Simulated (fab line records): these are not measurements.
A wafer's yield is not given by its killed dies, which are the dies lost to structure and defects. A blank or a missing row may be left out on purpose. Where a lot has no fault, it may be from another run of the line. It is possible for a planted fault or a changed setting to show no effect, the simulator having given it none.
fab line records | flow n5Finfet | part 2 of 2: steps 21 to 27 of 27
record lots=5 | wafers=15 | lastDay=17
route steps=1938 shown BEOL_M4@1066
lots that met no fault: from a run of the same line without faults
startH: hours from the record's opening day to when the first of the lot's shown wafers began | waitH: how many hours have passed since the lot's step before this one | " same as the row above | L1.1+2: several wafers, shown together as one row | - no value, or no start was given | * or withheld: withheld | < > ~ a bound
route shown NAME@n: names a module that has steps shown in the file, with the first one's number in the route | usual: mean and standard deviation over wafers with no fault | same: alike in all rows | chamber/n: place in a boat | sites: readings site by site | _std_site: the standard deviation of these | _edge_site: inner sites' mean taken away from outer sites' mean | radiusMm: how far each site lies from the wafer's centre | mask NAME#n: copy n | behind: the last tool/chamber to shape the wafer | hold: what put the lot on hold/how long, in hours/how the hold closed | device: names the non-switching transistor (n, p or np) | end of line: the tests these same wafers got at the end of their route | a step given without rows: its recipe and nothing more | killed: count of dies lost to structure and defects at first sort (not the wafer's yield) | map: a wafer's dies, x killed, . not, _ none there
set.NAME: the run value of the setting; set.NAME@STEP: its run value at that earlier step | model.NAME: the simulator's own value behind a step, which no gauge read
certain route steps with their lots: each step a table, each wafer a row
services: from which hour (startH, from the record's first day; less than 0 if before it) a tool's chamber was out of use, for how many hours, and why
## steps
# step N5_BEOL_M4_SPUTTER_79
# recipe material=Cu | targetThkA=45 | tempC=-20 | chamberPressurePa=0.07 | powerW=withheld | timeS=8.29
# usual chamberPressurePa=0.07001/0.00014 | chuckSensorTempC=-15.7/0.52 | susceptorTempC=-19.99/0.11 | throttleValvePct=29.7/0.9
lot.wafer | tool          | chamber | startH | waitH | chamberPressurePa | chuckSensorTempC | susceptorTempC | throttleValvePct
L079.3    | pvdSputter-03 | -       | 193.14 | 0.1   | 0.07016           | -15.8            | -20.02         | 29.5
L079.4    | "             | -       | "      | "     | 0.06981           | -15.7            | -19.87         | 29.6
L079.5    | "             | -       | "      | "     | 0.0702            | -15.5            | -19.88         | 29.9
L082.3    | pvdSputter-01 | -       | 206.16 | 0.1   | 0.07007           | -15.6            | -19.99         | 28.5
L082.4    | "             | -       | "      | "     | 0.07018           | -15.5            | -19.90         | 30.2
L082.5    | "             | -       | "      | "     | 0.07012           | -15.1            | -20.11         | 30.8
L090.1    | pvdSputter-02 | -       | 256.23 | 0.1   | 0.07031           | -16.3            | -20.35         | 29.8
L090.2    | "             | -       | "      | "     | 0.06998           | -16.8            | -19.86         | 28.8
L090.3    | "             | -       | "      | "     | 0.06984           | -15.6            | -20.03         | 29.2
L093.2    | pvdSputter-03 | -       | 275.50 | 0.1   | 0.07001           | -15.3            | -19.97         | 30.4
L093.3    | "             | -       | "      | "     | 0.06995           | -15.6            | -19.99         | 29.9
L093.4    | "             | -       | "      | "     | 0.07011           | -16.7            | -20.00         | 27.4
L096.1    | pvdSputter-01 | -       | 301.27 | 0.1   | 0.0702            | -15.1            | -19.84         | 30.6
L096.3    | "             | -       | "      | "     | 0.06995           | -16.0            | -20.06         | 30.1
L096.5    | "             | -       | "      | "     | 0.07016           | -15.5            | -19.84         | 29.0
# step N5_BEOL_M4_ANNEAL_80
# recipe tempC=400 | timeS=240 | ambient=vacuum
# usual heaterPowerW=810/96 | susceptorTempC=400.00/0.24
lot.wafer | tool          | chamber | startH | waitH | heaterPowerW | susceptorTempC
L079.3    | pvdSputter-03 | -       | 193.22 | 0.0   | 764          | 399.84
L079.4    | "             | -       | "      | "     | 838          | 400.40
L079.5    | "             | -       | "      | "     | 873          | 400.26
L082.3    | pvdSputter-01 | -       | 206.24 | 0.0   | 877          | 400.16
L082.4    | "             | -       | "      | "     | 926          | 400.11
L082.5    | "             | -       | "      | "     | 756          | 400.15
L090.1    | pvdSputter-02 | -       | 256.31 | 0.0   | 718          | 399.77
L090.2    | "             | -       | "      | "     | 710          | 399.81
L090.3    | "             | -       | "      | "     | 877          | 400.26
L093.2    | pvdSputter-03 | -       | 275.58 | 0.0   | 732          | 399.86
L093.3    | "             | -       | "      | "     | 763          | 400.04
L093.4    | "             | -       | "      | "     | 1074         | 399.94
L096.1    | pvdSputter-01 | -       | 301.35 | 0.0   | 751          | 399.91
L096.3    | "             | -       | "      | "     | 718          | 399.77
L096.5    | "             | -       | "      | "     | 842          | 399.83
# step N5_BEOL_M4_SPUTTER_81
# recipe material=Cu | targetThkA=45 | tempC=-20 | chamberPressurePa=0.07 | powerW=withheld | timeS=8.29
# usual chamberPressurePa=0.07001/0.00015 | chuckSensorTempC=-15.7/0.53 | susceptorTempC=-20.00/0.1 | throttleValvePct=29.7/0.89
lot.wafer | tool          | chamber | startH | waitH | chamberPressurePa | chuckSensorTempC | susceptorTempC | throttleValvePct
L079.3    | pvdSputter-03 | -       | 193.36 | 0.1   | 0.06983           | -15.6            | -19.94         | 29.7
L079.4    | "             | -       | "      | "     | 0.07013           | -15.3            | -20.13         | 29.8
L079.5    | "             | -       | "      | "     | 0.06999           | -15.3            | -20.10         | 29.6
L082.3    | pvdSputter-01 | -       | 206.38 | 0.1   | 0.06995           | -15.6            | -19.86         | 28.5
L082.4    | "             | -       | "      | "     | 0.07021           | -15.3            | -19.97         | 30.2
L082.5    | "             | -       | "      | "     | 0.07019           | -15.1            | -19.81         | 30.6
L090.1    | pvdSputter-02 | -       | 256.45 | 0.1   | 0.07016           | -16.1            | -20.23         | 29.8
L090.2    | "             | -       | "      | "     | 0.07002           | -17.0            | -19.93         | 28.7
L090.3    | "             | -       | "      | "     | 0.06996           | -15.6            | -20.03         | 29.3
L093.2    | pvdSputter-03 | -       | 275.72 | 0.1   | 0.06992           | -15.5            | -20.11         | 30.6
L093.3    | "             | -       | "      | "     | 0.07013           | -15.7            | -20.08         | 29.6
L093.4    | "             | -       | "      | "     | 0.07008           | -16.7            | -19.99         | 27.8
L096.1    | pvdSputter-01 | -       | 301.49 | 0.1   | 0.07011           | -15.3            | -20.13         | 30.7
L096.3    | "             | -       | "      | "     | 0.06998           | -16.0            | -20.08         | 30.0
L096.5    | "             | -       | "      | "     | 0.07001           | -15.5            | -20.10         | 28.5
# step N5_BEOL_M4_ANNEAL_82
# recipe tempC=400 | timeS=240 | ambient=vacuum
# usual heaterPowerW=809/96 | susceptorTempC=400.01/0.22
lot.wafer | tool          | chamber | startH | waitH | heaterPowerW | susceptorTempC
L079.3    | pvdSputter-03 | -       | 193.44 | 0.0   | 779          | 400.00
L079.4    | "             | -       | "      | "     | 835          | 399.45
L079.5    | "             | -       | "      | "     | 862          | 399.94
L082.3    | pvdSputter-01 | -       | 206.46 | 0.0   | 859          | 400.08
L082.4    | "             | -       | "      | "     | 913          | 399.96
L082.5    | "             | -       | "      | "     | 759          | 400.14
L090.1    | pvdSputter-02 | -       | 256.53 | 0.0   | 708          | 399.82
L090.2    | "             | -       | "      | "     | 730          | 399.42
L090.3    | "             | -       | "      | "     | 892          | 400.21
L093.2    | pvdSputter-03 | -       | 275.80 | 0.0   | 748          | 400.02
L093.3    | "             | -       | "      | "     | 757          | 400.37
L093.4    | "             | -       | "      | "     | 1073         | 400.21
L096.1    | pvdSputter-01 | -       | 301.57 | 0.0   | 765          | 400.08
L096.3    | "             | -       | "      | "     | 729          | 399.72
L096.5    | "             | -       | "      | "     | 855          | 400.10
# step N5_BEOL_M4_SPUTTER_86
# recipe material=Cu | targetThkA=45 | tempC=-20 | chamberPressurePa=0.07 | powerW=withheld | timeS=8.29
# usual chamberPressurePa=0.07/0.00014 | chuckSensorTempC=-15.7/0.52 | susceptorTempC=-20.00/0.099 | throttleValvePct=29.7/0.89
lot.wafer | tool          | chamber | startH | waitH | chamberPressurePa | chuckSensorTempC | susceptorTempC | throttleValvePct
L079.3    | pvdSputter-03 | -       | 193.58 | 0.1   | 0.07              | -15.6            | -20.02         | 29.6
L079.4    | "             | -       | "      | "     | 0.07022           | -15.4            | -20.10         | 29.8
L079.5    | "             | -       | "      | "     | 0.07013           | -15.3            | -20.14         | 30.0
L082.3    | pvdSputter-01 | -       | 206.60 | 0.1   | 0.07004           | -15.6            | -19.99         | 28.7
L082.4    | "             | -       | "      | "     | 0.07006           | -15.4            | -20.00         | 30.6
L082.5    | "             | -       | "      | "     | 0.06986           | -15.0            | -19.83         | 30.6
L090.1    | pvdSputter-02 | -       | 256.67 | 0.1   | 0.06994           | -16.2            | -19.90         | 30.0
L090.2    | "             | -       | "      | "     | 0.06988           | -16.8            | -19.94         | 29.1
L090.3    | "             | -       | "      | "     | 0.06998           | -15.5            | -20.01         | 29.3
L093.2    | pvdSputter-03 | -       | 275.94 | 0.1   | 0.07001           | -15.2            | -19.93         | 30.6
L093.3    | "             | -       | "      | "     | 0.0698            | -15.6            | -19.97         | 29.7
L093.4    | "             | -       | "      | "     | 0.07029           | -16.5            | -20.08         | 27.6
L096.1    | pvdSputter-01 | -       | 301.71 | 0.1   | 0.07              | -14.9            | -20.10         | 30.8
L096.3    | "             | -       | "      | "     | 0.07012           | -16.1            | -20.09         | 30.0
L096.5    | "             | -       | "      | "     | 0.07016           | -15.5            | -20.06         | 28.5
# step N5_BEOL_M4_ANNEAL_87
# recipe tempC=400 | timeS=240 | ambient=vacuum
# usual heaterPowerW=809/95 | susceptorTempC=400.01/0.21
lot.wafer | tool          | chamber | startH | waitH | heaterPowerW | susceptorTempC
L079.3    | pvdSputter-03 | -       | 193.66 | 0.0   | 764          | 400.24
L079.4    | "             | -       | "      | "     | 864          | 399.91
L079.5    | "             | -       | "      | "     | 845          | 399.81
L082.3    | pvdSputter-01 | -       | 206.68 | 0.0   | 854          | 399.59
L082.4    | "             | -       | "      | "     | 916          | 400.18
L082.5    | "             | -       | "      | "     | 772          | 399.92
L090.1    | pvdSputter-02 | -       | 256.75 | 0.0   | 708          | 400.12
L090.2    | "             | -       | "      | "     | 730          | 399.91
L090.3    | "             | -       | "      | "     | 883          | 400.13
L093.2    | pvdSputter-03 | -       | 276.02 | 0.0   | 728          | 400.28
L093.3    | "             | -       | "      | "     | 787          | 400.28
L093.4    | "             | -       | "      | "     | 1046         | 400.05
L096.1    | pvdSputter-01 | -       | 301.79 | 0.0   | 742          | 399.54
L096.3    | "             | -       | "      | "     | 720          | 400.35
L096.5    | "             | -       | "      | "     | 858          | 399.75
# step N5_BEOL_M4_SPUTTER_88
# recipe material=Cu | targetThkA=45 | tempC=-20 | chamberPressurePa=0.07 | powerW=withheld | timeS=8.29
# usual chamberPressurePa=0.07/0.00015 | chuckSensorTempC=-15.7/0.52 | susceptorTempC=-20.00/0.11 | throttleValvePct=29.7/0.9
lot.wafer | tool          | chamber | startH | waitH | chamberPressurePa | chuckSensorTempC | susceptorTempC | throttleValvePct
L079.3    | pvdSputter-03 | -       | 193.80 | 0.1   | 0.06987           | -15.7            | -20.23         | 29.6
L079.4    | "             | -       | "      | "     | 0.07              | -15.2            | -19.93         | 29.7
L079.5    | "             | -       | "      | "     | 0.06981           | -15.2            | -20.01         | 29.7
L082.3    | pvdSputter-01 | -       | 206.82 | 0.1   | 0.07              | -15.8            | -20.01         | 28.7
L082.4    | "             | -       | "      | "     | 0.07004           | -15.6            | -20.01         | 30.2
L082.5    | "             | -       | "      | "     | 0.07006           | -15.0            | -20.10         | 30.9
L090.1    | pvdSputter-02 | -       | 256.89 | 0.1   | 0.07006           | -16.2            | -19.99         | 29.8
L090.2    | "             | -       | "      | "     | 0.06987           | -16.7            | -19.84         | 28.9
L090.3    | "             | -       | "      | "     | 0.07003           | -15.7            | -19.81         | 28.7
L093.2    | pvdSputter-03 | -       | 276.16 | 0.1   | 0.07018           | -15.4            | -20.13         | 30.5
L093.3    | "             | -       | "      | "     | 0.07011           | -15.6            | -20.18         | 29.6
L093.4    | "             | -       | "      | "     | 0.06995           | -16.6            | -20.08         | 27.7
L096.1    | pvdSputter-01 | -       | 301.93 | 0.1   | 0.07016           | -15.2            | -20.03         | 30.7
L096.3    | "             | -       | "      | "     | 0.06998           | -16.0            | -19.98         | 30.2
L096.5    | "             | -       | "      | "     | 0.06977           | -15.4            | -20.00         | 28.3
## services
tool        | chamber | startH | hours | kind
cvdCo-02    | 0       | 174.69 | 6.3   | repair
rieDiel-04  | -       | 180.48 | 69.8  | repair
aldMetal-01 | 2       | 180.97 | 12.1  | repair
wetBench-02 | -       | 184.61 | 6.7   | repair
rieDiel-03  | 1       | 185.26 | 8.8   | repair
rieDiel-03  | 3       | 194.43 | 6.1   | repair
aldMetal-01 | -       | 206.60 | 4.3   | pm
cvdCo-01    | -       | 219.58 | 0.3   | repair
cvdCo-02    | -       | 221.99 | 6.9   | pm
wetBench-04 | -       | 224.39 | 1.4   | repair
wetBench-04 | -       | 228.07 | 1.4   | repair
cvdCo-02    | -       | 264.23 | 0.8   | repair
aldMetal-01 | 2       | 272.07 | 16.5  | repair
rieDiel-03  | 3       | 280.33 | -     | clean
rieDiel-03  | 3       | 280.33 | -     | consumableReplace:focusRing
rieDiel-03  | 3       | 280.33 | 19.1  | scheduledDown
rieDiel-03  | 3       | 280.33 | 19.1  | ventCycle
aldMetal-01 | 2       | 294.85 | 3.6   | repair
wetBench-04 | -       | 295.53 | 3.8   | repair
rieDiel-01  | 2       | 299.64 | 2.8   | repair
